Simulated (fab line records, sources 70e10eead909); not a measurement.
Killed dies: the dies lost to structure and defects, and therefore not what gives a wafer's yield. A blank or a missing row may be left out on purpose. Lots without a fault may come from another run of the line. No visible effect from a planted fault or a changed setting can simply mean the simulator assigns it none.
Matching of chambers    flow nandHarc    rieDiel-08 running NHARC_A_STAIRCASE_TRIM_220: 4 sister chambers
The step chemistry O2, time 211.2 s. 4 wafers are shown with their chamber, then 9 later ones without.

== WAFERS PAIRED WITH THEIR CHAMBERS ==
wafer   chamber  showerheadPlenumPTorr (Torr)
L076.5  0        3.35
L088.1  2        3.62
L088.4  3        3.62
L088.5  1        3.43

== WAFERS WHOSE CHAMBER IS MISSING ==
wafer   showerheadPlenumPTorr (Torr)
L086.1  3.61
L086.2  3.62
L086.6  3.43
L095.3  3.33
L095.4  3.61
L095.5  3.33
L097.3  3.60
L097.4  3.42
L097.6  3.61

== EACH ONE'S CHAMBER ==
wafer   from the rows above      in truth
L086.1  can't be placed: 2 or 3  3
L086.2  can't be placed: 2 or 3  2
L086.6  1                        1
L095.3  0                        0
L095.4  can't be placed: 2 or 3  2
L095.5  0                        0
L097.3  can't be placed: 2 or 3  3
L097.4  1                        1
L097.6  can't be placed: 2 or 3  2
Correct placement for 4 of the 9. Unplaceable from these rows: 5, with the true chamber sitting among the candidates in 5. Placed wrongly: 0.
How it was worked out, from the rows above alone: a wafer's distance from a chamber is the root of the sum, over the readings, of the square of ((its reading less the chamber's mean) divided by the reading's scatter). If the next closest chamber is less than 2 further off than the closest, the wafer can't be placed; otherwise it belongs to the closest. For every chamber, the mean is computed from those of its wafers that are shown. The scatter (one wafer shown for each chamber): square how far every hidden wafer sits from the nearest shown wafer, average those squares and take the square root.
